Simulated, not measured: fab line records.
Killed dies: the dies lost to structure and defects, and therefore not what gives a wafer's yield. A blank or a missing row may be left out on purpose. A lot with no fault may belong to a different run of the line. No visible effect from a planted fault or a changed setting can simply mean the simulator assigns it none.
fab line records	flow n5-finfet	part 1 of 2: steps 1 to 19 of 29
[record] lots = 5	wafers = 15	last-day = 15
route steps=1938 shown BEOL_M10@1497
lots that met no fault: from a run of the same line without faults
start-h: start of the lot's first displayed wafer, in hours after the record's first day	wait-h: hours elapsed since this lot's preceding step	" the same as in the row above	L1.1+2: one row covering several wafers at once	- value missing, or start not given	* or withheld: withheld	< > ~ a bound
route shown NAME@n: a module of which the file shows steps, and the number in the route of the first	usual: average and standard deviation across the fault-free wafers	same: alike in all rows	chamber/n: place in a boat	sites: the reading at each site	_std_site: standard deviation of those values	_edge_site: mean of outer sites minus mean of inner sites	radius-mm: for every site, how far away it sits from the centre of the wafer	mask NAME#n: copy n	behind: the last tool/chamber to shape the wafer	hold: why the lot went on hold/how many hours it stayed there/how the hold came to an end	device: which transistor (n, p or np) failed to switch	end of line: the route-end tests of the same wafers	where a step has no rows: the recipe by itself	killed: count of dies lost to structure and defects at first sort (not the wafer's yield)	map: dies across one wafer; x = killed, . = not, _ = none there
set.NAME: the setting the step ran with; set.NAME@STEP: the setting that earlier step ran with	model.NAME: the simulator's own value behind a step, which no gauge read
lots seen at some steps along the route; tables by step, rows by wafer
services: the hour from which a tool's chamber was out of use, counted from the record's first day as start-h (under 0 if before that day), plus the number of hours and why
[[steps]]
[step N5_BEOL_M10_EBR_24]
[recipe] solvent = PGMEA	ebr-width-mm = 1.5
lot.wafer	tool	chamber	start-h	wait-h
L074.1+5+6	litho-track-04	0	-	-
L078.1+2+4	litho-track-05	0	-	-
L083.3+4+5	litho-track-05	0	-	-
L087.2+5+6	litho-track-03	0	-	-
L089.1+2+4	litho-track-05	0	-	-
[step N5_BEOL_M10_SOFTBAKE_23]
[recipe] temp-c = 110	time-s = 60	resist = CAR-ArF
lot.wafer	tool	chamber	start-h	wait-h
L074.1+5+6	litho-track-04	0	-	-
L078.1+2+4	litho-track-05	0	-	-
L083.3+4+5	litho-track-05	0	-	-
L087.2+5+6	litho-track-03	0	-	-
L089.1+2+4	litho-track-05	0	-	-
[step N5_BEOL_M10_EXPOSE_25]
[recipe] mask-id = V9	na = 1.35	source-shape = annular	sigma-inner = 0.5	sigma-outer = 0.8	polarization = unpolarized	dose-mj = 85.5
[usual] exposure-dose-mJ-cm2 = 85.44/0.069
[same] sigma-inner = 0.5
lot.wafer	tool	chamber	start-h	wait-h	mask	exposure-dose-mJ-cm2
L074.1	arfi-scanner-03	0	225.15	-	V9#0	85.49
L074.5	"	0	"	"	V9#0	85.44
L074.6	"	0	"	"	V9#0	85.43
L078.1	arfi-scanner-01	0	241.66	-	V9#0	85.42
L078.2	"	0	"	"	V9#0	85.37
L078.4	"	0	"	"	V9#0	85.37
L083.3	arfi-scanner-02	0	267.51	-	V9#0	85.54
L083.4	"	0	"	"	V9#0	85.52
L083.5	"	0	"	"	V9#0	85.51
L087.2	arfi-scanner-01	0	306.60	-	V9#0	85.50
L087.5	"	0	"	"	V9#0	85.44
L087.6	"	0	"	"	V9#0	85.43
L089.1	arfi-scanner-01	0	325.13	-	V9#0	85.38
L089.2	"	0	"	"	V9#0	85.36
L089.4	"	0	"	"	V9#0	85.47
[step N5_BEOL_M10_PEB_26]
[recipe] peb-temp-c = withheld	peb-time-s = 60	resist = CAR-ArF
lot.wafer	tool	chamber	start-h	wait-h
L074.1+5+6	litho-track-05	0	225.21	0.1
L078.1+2+4	litho-track-04	0	241.72	0.1
L083.3+4+5	litho-track-04	0	267.56	0.0
L087.2+5+6	litho-track-04	0	306.66	0.1
L089.1+2+4	litho-track-04	0	325.20	0.1
[step N5_BEOL_M10_DEVELOP_27]
[recipe] develop-time-s = 30	developer = TMAH	resist = CAR-ArF	rinse-liquid = diw	dry = air-spin	dev-temp-c = 23
lot.wafer	tool	chamber	start-h	wait-h
L074.1+5+6	litho-track-05	0	-	-
L078.1+2+4	litho-track-04	0	-	-
L083.3+4+5	litho-track-04	0	-	-
L087.2+5+6	litho-track-04	0	-	-
L089.1+2+4	litho-track-04	0	-	-
[step N5_BEOL_M10_CD_MEAS_28]
[recipe] target-cd-nm = 70	landing-energy-ev = 500	detector = se-inlens	polarity = opening
[usual] cd-nm = 69.7/0.77
lot.wafer	tool	chamber	start-h	wait-h	cd-nm
L074.1	cd-sem-03	0	225.28	-	68.8
L074.5	"	0	"	"	70.0
L074.6	"	0	"	"	69.6
L078.1	cd-sem-01	0	241.79	-	70.4
L078.2	"	0	"	"	70.9
L078.4	"	0	"	"	69.9
L083.3	cd-sem-01	0	267.63	-	70.2
L083.4	"	0	"	"	69.5
L083.5	"	0	"	"	69.2
L087.2	cd-sem-01	0	306.73	-	68.9
L087.5	"	0	"	"	68.7
L087.6	"	0	"	"	70.0
L089.1	cd-sem-03	0	325.26	-	70.7
L089.2	"	0	"	"	69.4
L089.4	"	0	"	"	69.8
[step N5_BEOL_M10_OVL_MEAS_29]
[recipe] points-per-wafer = 44
[usual] V9_OVL = 0.1/0.75
lot.wafer	tool	chamber	start-h	wait-h	V9_OVL[nm]
L074.1	overlay-02	0	225.31	0.0	-0.8
L074.5	"	0	"	"	-0.7
L074.6	"	0	"	"	-0.1
L078.1	overlay-02	0	241.82	0.0	-0.4
L078.2	"	0	"	"	-0.8
L078.4	"	0	"	"	0.0
L083.3	overlay-02	0	267.65	0.0	0.1
L083.4	"	0	"	"	1.5
L083.5	"	0	"	"	-0.6
L087.2	overlay-02	0	306.76	0.0	0.1
L087.5	"	0	"	"	-0.1
L087.6	"	0	"	"	-0.8
L089.1	overlay-01	0	325.29	0.0	-0.3
L089.2	"	0	"	"	-0.1
L089.4	"	0	"	"	-0.7
[step N5_BEOL_M10_INSPECT_30]
[recipe] mode = adi	inspect-instrument = brightfield
[usual] raw-defect-count = 421/100
lot.wafer	tool	chamber	start-h	wait-h	raw-defect-count
L074.1	defect-inspect-02	-	225.33	0.0	388
L074.5	"	-	"	"	326
L074.6	"	-	"	"	335
L078.1	defect-inspect-02	-	241.85	0.0	556
L078.2	"	-	"	"	471
L078.4	"	-	"	"	500
L083.3	defect-inspect-01	-	267.68	0.0	328
L083.4	"	-	"	"	454
L083.5	"	-	"	"	342
L087.2	defect-inspect-02	-	306.78	0.0	430
L087.5	"	-	"	"	515
L087.6	"	-	"	"	795
L089.1	defect-inspect-01	-	325.32	0.0	521
L089.2	"	-	"	"	441
L089.4	"	-	"	"	605
[step N5_BEOL_M10_DESCUM_33]
[recipe] chemistry = O2	time-s = 7.9	source-power-w = 50	bias-power-w = 20	pressure-mtorr = 20	rf-frequency-hz = 2.712e+07	temp-c = 40	resist = CAR-ArF	o2-flow-sccm = 225
[usual] drypump-motor-current-A = 5.6/0.38	oes-product-au = 0.79/0.073	rf-vpp-V = 243.4/1.3	showerhead-plenum-p-Torr = 2.11/0.066	temp-c = 40.01/0.11	throttle-valve-pct = 20.34/0.19
lot.wafer	tool	chamber	start-h	wait-h	drypump-motor-current-A	oes-product-au	rf-hours-counter-h	rf-vpp-V	showerhead-plenum-p-Torr	temp-c	throttle-valve-pct
L074.1	rie-diel-04	2	225.37	0.0	5.7	0.73	192	244.7	2.16	40.13	20.61
L074.5	"	2	"	"	5.7	0.72	-	243.6	2.16	40.04	20.60
L074.6	"	1	"	"	5.4	0.89	-	242.5	2.05	40.03	20.02
L078.1	rie-diel-04	1	241.88	0.0	5.4	0.87	26	242.0	2.05	40.12	20.02
L078.2	"	3	"	"	5.0	0.87	58	244.7	2.22	39.94	20.24
L078.4	"	0	"	"	5.9	0.76	194	243.9	2.08	40.05	20.33
L083.3	rie-diel-02	3	267.71	0.0	5.5	0.84	72	242.5	2.04	40.00	20.47
L083.4	"	1	"	"	5.4	0.88	33	245.0	2.10	40.01	20.25
L083.5	"	3	"	"	5.5	0.85	-	241.7	2.04	40.13	20.47
L087.2	rie-diel-04	3	306.94	0.2	5.0	0.83	82	244.4	2.21	40.04	20.27
L087.5	"	0	"	"	5.9	0.73	-	242.4	2.07	39.83	20.35
L087.6	"	3	"	"	5.0	0.83	-	245.5	2.21	39.97	20.29
L089.1	rie-diel-02	0	325.35	0.0	5.4	0.74	165	245.0	2.09	39.89	20.27
L089.2	"	1	"	"	5.4	0.84	55	243.2	2.10	39.96	20.30
L089.4	"	2	"	"	6.6	0.71	206	239.8	2.00	39.91	20.48
[step N5_BEOL_M10_ETCH_65]
[recipe] chemistry = CF4	target = SiARC	target-depth-a = 390	mask-material = CAR-ArF	time-s = 65	ion-energy-ev = 80	pressure-mtorr = 40	source-w = 545	bias-w = 36	Ar_flow_sccm = 100	cf4-flow-sccm = 100	ends = cleared
[usual] drypump-motor-current-A = 5.6/0.38	etch-rf-on-time-s = 64.9/1.2	oes-product-au = 0.67/0.063	rf-vpp-V = 184.3/1.2	showerhead-plenum-p-Torr = 2.15/0.066	throttle-valve-pct = 15.51/0.24
lot.wafer	tool	chamber	start-h	wait-h	drypump-motor-current-A	etch-rf-on-time-s	oes-product-au	rf-hours-counter-h	rf-vpp-V	showerhead-plenum-p-Torr	throttle-valve-pct
L074.1	rie-diel-04	2	225.40	0.0	5.7	63.3	0.63	192	184.2	2.22	15.80
L074.5	"	2	"	"	5.7	63.4	0.63	-	184.7	2.22	15.82
L074.6	"	1	"	"	5.4	65.4	0.77	-	183.3	2.09	15.04
L078.1	rie-diel-04	1	241.91	0.0	5.4	65.4	0.75	26	183.9	2.08	15.05
L078.2	"	3	"	"	5.0	63.7	0.75	58	185.9	2.25	15.29
L078.4	"	0	"	"	5.9	66.1	0.62	194	184.5	2.12	15.56
L083.3	rie-diel-02	3	267.75	0.0	5.5	65.5	0.72	72	182.9	2.10	15.68
L083.4	"	1	"	"	5.4	64.0	0.74	33	185.3	2.19	15.60
L083.5	"	3	"	"	5.5	65.8	0.72	-	183.5	2.10	15.68
L087.2	rie-diel-04	3	306.98	0.0	5.0	64.0	0.72	82	184.1	2.25	15.34
L087.5	"	0	"	"	5.9	65.8	0.61	-	184.0	2.12	15.60
L087.6	"	3	"	"	5.0	63.8	0.72	-	185.9	2.25	15.34
L089.1	rie-diel-02	0	325.39	0.0	5.4	66.7	0.63	165	184.2	2.14	15.54
L089.2	"	1	"	"	5.4	65.2	0.70	55	187.0	2.18	15.64
L089.4	"	2	"	"	6.6	66.4	0.61	206	182.9	2.04	15.61
[step N5_BEOL_M10_ETCH_66]
[recipe] chemistry = N2/H2	target = SOC	target-depth-a = 1200	overetch-a = 240	mask-material = SiARC	temp-c = 40	time-s = 180	ion-energy-ev = 200	pressure-mtorr = 30	source-w = 840	bias-w = 150	n2-flow-sccm = 200	h2-flow-sccm = 200
[usual] drypump-motor-current-A = 5.6/0.38	oes-product-au = 0.64/0.058	rf-vpp-V = 524.4/2.4	showerhead-plenum-p-Torr = 2.56/0.082	temp-c = 39.98/0.12	throttle-valve-pct = 17.77/0.21
lot.wafer	tool	chamber	start-h	wait-h	drypump-motor-current-A	oes-product-au	rf-hours-counter-h	rf-vpp-V	showerhead-plenum-p-Torr	temp-c	throttle-valve-pct
L074.1	rie-diel-04	2	225.45	0.0	5.7	0.59	192	526.0	2.63	39.88	18.10
L074.5	"	2	"	"	5.7	0.59	-	526.2	2.63	39.88	18.10
L074.6	"	1	"	"	5.4	0.73	-	522.2	2.51	40.08	17.52
L078.1	rie-diel-04	1	241.96	0.0	5.4	0.72	27	522.6	2.51	40.16	17.53
L078.2	"	3	"	"	5.0	0.70	58	527.0	2.69	39.92	17.64
L078.4	"	0	"	"	5.9	0.60	194	524.9	2.53	40.10	17.75
L083.3	rie-diel-02	3	267.80	0.0	5.5	0.69	73	522.0	2.48	40.06	17.88
L083.4	"	1	"	"	5.4	0.70	33	524.6	2.60	39.95	17.87
L083.5	"	3	"	"	5.5	0.68	-	522.0	2.48	40.06	17.88
L087.2	rie-diel-04	3	307.03	0.0	5.0	0.67	82	527.5	2.68	40.01	17.67
L087.5	"	0	"	"	5.9	0.59	-	522.9	2.52	39.87	17.79
L087.6	"	3	"	"	5.0	0.68	-	529.0	2.68	40.02	17.69
L089.1	rie-diel-02	0	325.44	0.0	5.4	0.61	165	523.7	2.54	39.86	17.67
L089.2	"	1	"	"	5.4	0.67	55	525.7	2.59	40.05	17.91
L089.4	"	2	"	"	6.6	0.58	206	520.2	2.41	39.99	17.79
[step N5_BEOL_M10_STRIP_69]
[recipe] chemistry = N2/H2	temp-c = 40	n2-flow-sccm = 200	h2-flow-sccm = 200	rf-frequency-hz = 6e+07
lot.wafer	tool	chamber	start-h	wait-h
L074.1+5+6	rie-diel-04	2,2,1	225.57	0.1
L078.1+2+4	rie-diel-04	1,3,0	242.08	0.1
L083.3+4+5	rie-diel-02	3,1,3	267.91	0.1
L087.2+5+6	rie-diel-04	3,0,3	307.14	0.1
L089.1+2+4	rie-diel-02	0,1,2	325.55	0.1
[step N5_BEOL_M10_VIA_ETCH_34]
[recipe] chemistry = C4F6/O2	target = SiCOH_lowk	target-depth-a = 1845	mask-material = SOC	taper-deg = 4	time-s = 69.2	ion-energy-ev = 250	pressure-mtorr = 30	source-w = 345	bias-w = 185	Ar_flow_sccm = 300	C4F6_flow_sccm = 10	O2_flow_sccm = 10
[usual] drypump-motor-current-A = 5.6/0.38	oes-product-au = 0.78/0.073	rf-vpp-V = 661/12	showerhead-plenum-p-Torr = 2.86/0.091	throttle-valve-pct = 20.80/0.23
lot.wafer	tool	chamber	start-h	wait-h	drypump-motor-current-A	oes-product-au	rf-hours-counter-h	rf-vpp-V	showerhead-plenum-p-Torr	throttle-valve-pct
L074.1	rie-diel-04	2	225.58	0.0	5.7	0.73	192	647	2.96	21.15
L074.5	"	2	"	"	5.7	0.73	-	645	2.96	21.16
L074.6	"	1	"	"	5.4	0.89	-	655	2.78	20.39
L078.1	rie-diel-04	1	242.09	0.0	5.4	0.87	27	655	2.78	20.39
L078.2	"	3	"	"	5.0	0.87	58	667	3.02	20.74
L078.4	"	0	"	"	5.9	0.73	194	665	2.82	20.76
L083.3	rie-diel-02	3	267.92	0.0	5.5	0.83	73	641	2.79	21.02
L083.4	"	1	"	"	5.4	0.87	33	681	2.90	20.97
L083.5	"	3	"	"	5.5	0.83	-	643	2.79	21.04
L087.2	rie-diel-04	3	307.15	0.0	5.0	0.84	82	667	3.01	20.77
L087.5	"	0	"	"	5.9	0.72	-	666	2.81	20.80
L087.6	"	3	"	"	5.0	0.84	-	667	3.00	20.77
L089.1	rie-diel-02	0	325.56	0.0	5.4	0.74	166	663	2.84	20.75
L089.2	"	1	"	"	5.4	0.83	55	680	2.89	21.01
L089.4	"	2	"	"	6.6	0.71	206	667	2.71	20.82
[step N5_BEOL_M10_STRIP_73]
[recipe] chemistry = C4F6/O2	resist = SiARC	rf-frequency-hz = 6e+07
lot.wafer	tool	chamber	start-h	wait-h
L074.1+5+6	rie-diel-04	2,2,1	225.63	0.0
L078.1+2+4	rie-diel-04	1,3,0	242.14	0.0
L083.3+4+5	rie-diel-02	3,1,3	267.97	0.0
L087.2+5+6	rie-diel-04	3,0,3	307.21	0.0
L089.1+2+4	rie-diel-02	0,1,2	325.61	0.0
[step N5_BEOL_M10_STRIP_36]
[recipe] chemistry = N2/H2	power-w = 450	temp-c = 40	pressure-mtorr = 20	rf-frequency-hz = 6e+07	overash-fraction = 0.3	bias-power-w = 7	h2-frac = 0.5	n2-flow-sccm = 200	h2-flow-sccm = 200
[usual] drypump-motor-current-A = 5.6/0.38	oes-product-au = 0.79/0.073	rf-vpp-V = 59.3/1.9	showerhead-plenum-p-Torr = 2.56/0.082	temp-c = 40.00/0.12	throttle-valve-pct = 23.62/0.29
lot.wafer	tool	chamber	start-h	wait-h	drypump-motor-current-A	oes-product-au	rf-hours-counter-h	rf-vpp-V	showerhead-plenum-p-Torr	temp-c	throttle-valve-pct
L074.1	rie-diel-04	2	225.64	0.0	5.7	0.73	192	56.9	2.62	40.05	24.08
L074.5	"	2	"	"	5.7	0.72	-	58.0	2.62	40.03	24.07
L074.6	"	1	"	"	5.4	0.90	-	58.4	2.51	39.83	23.50
L078.1	rie-diel-04	1	242.15	0.0	5.4	0.86	27	61.8	2.51	40.10	23.51
L078.2	"	3	"	"	5.0	0.87	58	58.7	2.69	40.09	23.60
L078.4	"	0	"	"	5.9	0.75	194	62.7	2.53	39.94	23.45
L083.3	rie-diel-02	3	267.98	0.0	5.5	0.85	73	59.0	2.47	39.99	23.72
L083.4	"	1	"	"	5.4	0.90	33	57.9	2.60	40.16	23.78
L083.5	"	3	"	"	5.5	0.85	-	60.1	2.47	40.12	23.69
L087.2	rie-diel-04	3	307.22	0.0	5.0	0.83	82	60.8	2.68	40.11	23.67
L087.5	"	0	"	"	5.9	0.74	-	60.0	2.52	39.99	23.48
L087.6	"	3	"	"	5.0	0.83	-	56.7	2.68	40.04	23.63
L089.1	rie-diel-02	0	325.62	0.0	5.4	0.75	166	58.5	2.53	40.10	23.43
L089.2	"	1	"	"	5.4	0.85	55	60.9	2.59	39.90	23.79
L089.4	"	2	"	"	6.6	0.73	206	60.9	2.40	40.03	23.61
[step N5_BEOL_M10_TRENCH_ETCH_37]
[recipe] chemistry = C4F6/O2	target-depth-a = 1488.3	target = SiCOH_lowk	time-s = 48	ion-energy-ev = 250	pressure-mtorr = 30	source-w = 345	bias-w = 185	Ar_flow_sccm = 300	C4F6_flow_sccm = 10	O2_flow_sccm = 10
[usual] drypump-motor-current-A = 5.6/0.38	oes-product-au = 0.78/0.073	rf-vpp-V = 661/12	showerhead-plenum-p-Torr = 2.86/0.091	throttle-valve-pct = 20.83/0.24
lot.wafer	tool	chamber	start-h	wait-h	drypump-motor-current-A	oes-product-au	rf-hours-counter-h	rf-vpp-V	showerhead-plenum-p-Torr	throttle-valve-pct
L074.1	rie-diel-04	2	-	-	5.7	0.73	192	646	2.96	21.17
L074.5	"	2	"	"	5.7	0.73	-	646	2.96	21.16
L074.6	"	1	"	"	5.4	0.89	-	655	2.78	20.42
L078.1	rie-diel-04	1	-	-	5.4	0.88	27	656	2.78	20.42
L078.2	"	3	"	"	5.0	0.87	58	667	3.02	20.76
L078.4	"	0	"	"	5.9	0.75	194	665	2.82	20.80
L083.3	rie-diel-02	3	-	-	5.5	0.82	73	641	2.79	21.06
L083.4	"	1	"	"	5.4	0.86	33	681	2.90	21.00
L083.5	"	3	"	"	5.5	0.83	-	642	2.79	21.07
L087.2	rie-diel-04	3	-	-	5.0	0.84	82	667	3.01	20.80
L087.5	"	0	"	"	5.9	0.72	-	663	2.81	20.82
L087.6	"	3	"	"	5.0	0.83	-	666	3.01	20.79
L089.1	rie-diel-02	0	-	-	5.4	0.74	166	664	2.84	20.77
L089.2	"	1	"	"	5.4	0.84	55	680	2.89	21.03
L089.4	"	2	"	"	6.6	0.72	206	669	2.71	20.88
[step N5_BEOL_M10_ETCH_41]
[recipe] chemistry = CH3F/O2	target = SiCN	target-depth-a = 426	taper-deg = 2	time-s = 86	ion-energy-ev = 120	mask-material = TiN	pressure-mtorr = 30	source-w = 395	bias-w = 75	Ar_flow_sccm = 150	CH3F_flow_sccm = 30	O2_flow_sccm = 20
[usual] drypump-motor-current-A = 5.6/0.38	oes-product-au = 0.78/0.074	rf-vpp-V = 297.6/1.6	showerhead-plenum-p-Torr = 2.01/0.067	throttle-valve-pct = 16.22/0.22
lot.wafer	tool	chamber	start-h	wait-h	drypump-motor-current-A	oes-product-au	rf-hours-counter-h	rf-vpp-V	showerhead-plenum-p-Torr	throttle-valve-pct
L074.1	rie-diel-04	2	-	-	5.7	0.73	193	297.7	2.08	16.55
L074.5	"	2	"	"	5.6	0.73	-	298.9	2.08	16.55
L074.6	"	1	"	"	5.4	0.88	-	297.2	1.95	15.80
L078.1	rie-diel-04	1	-	-	5.4	0.87	27	295.4	1.95	15.80
L078.2	"	3	"	"	4.9	0.87	58	299.3	2.13	16.09
L078.4	"	0	"	"	5.9	0.74	194	297.2	1.98	16.23
L083.3	rie-diel-02	3	-	-	5.5	0.83	73	296.8	1.96	16.40
L083.4	"	1	"	"	5.4	0.87	33	299.6	2.04	16.30
L083.5	"	3	"	"	5.5	0.84	-	297.9	1.96	16.39
L087.2	rie-diel-04	3	-	-	5.0	0.84	82	300.5	2.12	16.11
L087.5	"	0	"	"	5.9	0.72	-	296.3	1.97	16.29
L087.6	"	3	"	"	5.0	0.84	-	299.0	2.12	16.13
L089.1	rie-diel-02	0	-	-	5.4	0.75	166	296.3	2.00	16.21
L089.2	"	1	"	"	5.4	0.85	55	298.8	2.03	16.33
L089.4	"	2	"	"	6.5	0.72	206	296.0	1.90	16.28
[step N5_BEOL_M10_STRIP_77]
[recipe] chemistry = N2/H2	time-s = 10	power-w = 450	temp-c = 40	pressure-mtorr = 20	rf-frequency-hz = 6e+07	bias-power-w = 7	n2-flow-sccm = 200	h2-flow-sccm = 200
[usual] drypump-motor-current-A = 5.6/0.38	oes-product-au = 0.79/0.072	rf-vpp-V = 59.2/0.89	showerhead-plenum-p-Torr = 2.56/0.082	temp-c = 39.99/0.11	throttle-valve-pct = 23.63/0.28
lot.wafer	tool	chamber	start-h	wait-h	drypump-motor-current-A	oes-product-au	rf-hours-counter-h	rf-vpp-V	showerhead-plenum-p-Torr	temp-c	throttle-valve-pct
L074.1	rie-diel-04	2	-	-	5.7	0.73	193	60.7	2.62	39.99	24.07
L074.5	"	2	"	"	5.7	0.72	-	60.0	2.62	40.07	24.07
L074.6	"	1	"	"	5.4	0.89	-	60.4	2.51	39.99	23.51
L078.1	rie-diel-04	1	-	-	5.3	0.87	27	59.9	2.50	39.92	23.54
L078.2	"	3	"	"	5.0	0.87	58	59.3	2.69	39.95	23.62
L078.4	"	0	"	"	5.9	0.74	194	58.2	2.53	39.93	23.45
L083.3	rie-diel-02	3	-	-	5.5	0.85	73	58.3	2.47	39.98	23.71
L083.4	"	1	"	"	5.4	0.88	33	58.4	2.60	39.87	23.78
L083.5	"	3	"	"	5.5	0.84	-	57.9	2.47	39.92	23.70
L087.2	rie-diel-04	3	-	-	5.0	0.84	82	58.7	2.68	40.14	23.65
L087.5	"	0	"	"	5.9	0.74	-	59.2	2.52	40.22	23.48
L087.6	"	3	"	"	5.0	0.84	-	59.3	2.68	39.99	23.64
L089.1	rie-diel-02	0	-	-	5.4	0.74	166	61.0	2.54	39.86	23.44
L089.2	"	1	"	"	5.4	0.84	55	59.5	2.59	40.01	23.82
L089.4	"	2	"	"	6.6	0.72	206	58.2	2.40	39.80	23.62
[step N5_BEOL_M10_OCD_MEAS_38]
[usual] trench-depth-nm = 148.1/2
lot.wafer	tool	chamber	start-h	wait-h	trench-depth-nm
L074.1	ocd-02	-	225.86	-	150.7
L074.5	"	-	"	"	149.3
L074.6	"	-	"	"	147.6
L078.1	ocd-01	-	242.37	-	148.4
L078.2	"	-	"	"	149.7
L078.4	"	-	"	"	149.4
L083.3	ocd-01	-	268.21	-	144.0
L083.4	"	-	"	"	150.4
L083.5	"	-	"	"	144.0
L087.2	ocd-02	-	307.44	-	150.6
L087.5	"	-	"	"	147.5
L087.6	"	-	"	"	148.6
L089.1	ocd-01	-	325.84	-	145.2
L089.2	"	-	"	"	152.0
L089.4	"	-	"	"	146.1
